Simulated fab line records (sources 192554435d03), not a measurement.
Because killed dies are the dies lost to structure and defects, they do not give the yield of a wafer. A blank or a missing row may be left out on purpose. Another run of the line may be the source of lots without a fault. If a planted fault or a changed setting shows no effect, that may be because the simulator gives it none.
Chamber matching -- flow n5Finfet -- 4 sister chambers for N5_BEOL_M2_ETCH_63 on rieDiel-05
The step etches SiARC in CF4, target depth 15.6 nm, time 26 s. 4 wafers are shown with their chamber, then 11 later ones without.

WAFERS, EACH WITH ITS CHAMBER
wafer,chamber,drypumpMotorCurrentA (A)
L086.2,1,5.2
L088.1,0,5.9
L088.6,2,5.6
L092.1,3,4.8

WAFERS WHOSE CHAMBER IS MISSING
wafer,drypumpMotorCurrentA (A)
L092.2,5.2
L092.3,5.9
L092.4,5.5
L092.5,5.5
L092.6,4.8
L093.1,5.6
L093.4,4.8
L093.6,5.9
L096.3,5.9
L096.4,5.5
L096.5,5.9

THE CHAMBER EACH PASSED THROUGH
wafer,from the rows above,in truth
L092.2,1,1
L092.3,0,0
L092.4,2,2
L092.5,2,2
L092.6,3,3
L093.1,2,2
L093.4,3,3
L093.6,0,0
L096.3,0,0
L096.4,2,2
L096.5,0,0
11 of 11 placed correctly. Not placeable from these rows: 0. Number placed wrongly: 0.
How it was worked out, from the rows above alone: a wafer's distance from a chamber is the root of the sum, over the readings, of the square of ((its reading less the chamber's mean) divided by the reading's scatter). If the next closest chamber is less than 2 further off than the closest, the wafer can't be placed; otherwise it belongs to the closest. A chamber's mean is the mean of its shown wafers. The scatter: with one shown wafer a chamber, the root of the mean of the squares of how far each hidden wafer lies from its nearest shown one.
